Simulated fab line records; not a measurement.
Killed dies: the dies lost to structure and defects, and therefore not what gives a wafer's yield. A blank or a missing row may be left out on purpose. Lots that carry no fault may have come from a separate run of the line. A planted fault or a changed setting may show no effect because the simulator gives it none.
Matching of chambers | flow n5Finfet | 4 sister chambers for N5_SPACER0_ALD_00 on aldSin-03
The step deposits SiOCN, target thk 3.5 nm, pulse time 3 s, purge time 2 s. 18 wafers are shown with their chamber, then 9 later ones without.

== EACH WAFER AND ITS CHAMBER ==
wafer  | chamber | heaterPowerW (W) | heaterPowerOuterW (W) | precursorPulseHeightRel
L074.1 | 2       | 873              | 538                   | 0.999
L074.2 | 1       | 778              | 502                   | 1.018
L074.3 | 3       | 831              | 525                   | 1.007
L075.1 | 0       | 895              | 580                   | 1.001
L075.5 | 3       | 828              | 534                   | 1.006
L075.6 | 0       | 909              | 568                   | 0.997
L082.1 | 2       | 883              | 526                   | 1.008
L082.4 | 0       | 894              | 577                   | 1.006
L082.5 | 1       | 759              | 493                   | 1.002
L085.1 | 0       | 922              | 576                   | 1.002
L085.4 | 1       | 769              | 501                   | 1.030
L085.6 | 0       | 892              | 577                   | 1.004
L090.1 | 1       | 765              | 495                   | 1.005
L090.2 | 0       | 893              | 561                   | 1.017
L090.3 | 3       | 826              | 527                   | 0.953
L092.1 | 1       | 765              | 501                   | 1.000
L092.2 | 2       | 908              | 547                   | 0.989
L092.3 | 0       | 881              | 582                   | 0.982

SIGNATURES, as means of the wafers listed above
reading                 | chamber 0 | chamber 1 | chamber 2 | chamber 3 | scatter within a chamber
heaterPowerW            | 898.00    | 767.20    | 888.00    | 828.33    | 11.7
heaterPowerOuterW       | 574.43    | 498.40    | 537.00    | 528.67    | 6.86
precursorPulseHeightRel | 1.00129   | 1.01100   | 0.99867   | 0.98867   | 0.0156
Rule: a wafer's distance from a chamber is the root of the sum, over the readings, of the square of ((its reading less the chamber's mean) divided by the reading's scatter). The wafer belongs to the nearest chamber; if the next one is less than 2 further off, it can't be placed. How the scatter is found: for the shown wafers, subtract from each reading the mean of its chamber, square and add these, divide the total by (wafers less chambers), then take the root.

== WAFERS MISSING THEIR CHAMBER ==
wafer  | heaterPowerW (W) | heaterPowerOuterW (W) | precursorPulseHeightRel
L094.1 | 784              | 499                   | 1.000
L094.4 | 832              | 526                   | 1.016
L094.6 | 910              | 568                   | 0.987
L096.1 | 905              | 544                   | 1.024
L096.2 | 859              | 530                   | 1.009
L096.5 | 844              | 545                   | 1.003
L097.1 | 759              | 502                   | 1.007
L097.4 | 920              | 576                   | 0.985
L097.6 | 822              | 525                   | 0.991

== WHICH CHAMBER EACH ONE RAN IN ==
wafer  | from the rows above     | in truth
L094.1 | 1                       | 1
L094.4 | 3                       | 3
L094.6 | 0                       | 0
L096.1 | 2                       | 2
L096.2 | can't be placed: 2 or 3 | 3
L096.5 | can't be placed: 3 or 2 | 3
L097.1 | 1                       | 1
L097.4 | 0                       | 0
L097.6 | 3                       | 3
Correctly placed: 7 of 9. These rows do not allow placing 2 (true chamber among the candidates in 2). Placed wrongly: 0.
